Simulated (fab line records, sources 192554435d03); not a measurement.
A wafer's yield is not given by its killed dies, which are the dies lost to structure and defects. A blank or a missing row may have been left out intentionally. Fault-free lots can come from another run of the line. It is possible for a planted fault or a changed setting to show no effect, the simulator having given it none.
One fault seen from 2 desks / flow n5_finfet / every desk sees just its own numbers, and what lay behind them comes last

FOR THE TOOL OWNER'S DESK: ald_sin-02
The tool's own readings at N5_SDB_ALD_29 (deposits SiNx, target thk 30 nm, pulse time 1 s, ald cycles 600): means of the sampled wafers that have a number, for each lot that ran on this tool. Marked OUT: a lot whose mean sits more than 4 standard deviations from the usual mean, which makes it out of limits; the brackets give that distance.
Columns: A = heater_power_w at N5_SDB_ALD_29, usual 823 W; B = precursor_pulse_height_rel at N5_SDB_ALD_29, usual 0.996
lot=L593; first seen here=day 4 09:52; A=826; B=0.997
lot=L601; first seen here=day 6 09:25; A=866; B=0.991
lot=L611; first seen here=day 8 19:25; A=828; B=0.989
This desk's verdict: no lot among the 3 shows anything out of limits.

THE METROLOGY DESK
What the gauges read for every lot (on any tool): the sampled wafers with a number, averaged. Marked OUT: a lot whose mean sits more than 4 standard deviations from the usual mean, which makes it out of limits; the brackets give that distance. It has 11 readings; the 7 that lie furthest out on some lot are the ones shown.
Columns: A = DIBL_N at N5_BEOL_M4_RC_MEAS_101, usual 35.9 mV/V; B = IOFF_N at N5_BEOL_M4_RC_MEAS_101, usual 0.15 nA/um; C = IOFF_P at N5_BEOL_M4_RC_MEAS_101, usual 0.21 nA/um; D = ION_N at N5_BEOL_M4_RC_MEAS_101, usual 672 uA/um; E = ION_P at N5_BEOL_M4_RC_MEAS_101, usual 462 uA/um; F = VT_N at N5_BEOL_M4_RC_MEAS_101, usual 250 mV; G = VT_P at N5_BEOL_M4_RC_MEAS_101, usual -250 mV
lot=L591; first seen here=day 3 19:13; A=36.7; B=0.14; C=0.20; D=664; E=458; F=252; G=-251
lot=L593; first seen here=day 4 08:43; A=32.9; B=0.11; C=0.14; D=647; E=444; F=257; G=-258
lot=L600; first seen here=day 6 00:58; A=37.2; B=0.15; C=0.22; D=665; E=458; F=252; G=-250
lot=L601; first seen here=day 6 07:42; A=35.1; B=0.13; C=0.17; D=666; E=457; F=253; G=-254
lot=L605; first seen here=day 7 08:06; A=35.8; B=0.14; C=0.19; D=675; E=462; F=251; G=-253
lot=L606; first seen here=day 7 14:18; A=37.7; B=0.21; C=0.26; D=682; E=468; F=247; G=-245
lot=L608; first seen here=day 8 00:39; A=38.2; B=0.18; C=0.25; D=680; E=470; F=246; G=-249
lot=L611; first seen here=day 8 17:26; A=36.2; B=0.17; C=0.24; D=682; E=471; F=246; G=-247
lot=L613; first seen here=day 9 08:52; A=37.3; B=0.17; C=0.23; D=682; E=467; F=249; G=-248
This desk's verdict: no lot among the 9 shows anything out of limits.

TAKEN TOGETHER
Nothing out of limits was seen by the tool owner's desk.
From the metrology desk's view, nothing was out of limits.

WHAT THE SIMULATOR HAD INSERTED
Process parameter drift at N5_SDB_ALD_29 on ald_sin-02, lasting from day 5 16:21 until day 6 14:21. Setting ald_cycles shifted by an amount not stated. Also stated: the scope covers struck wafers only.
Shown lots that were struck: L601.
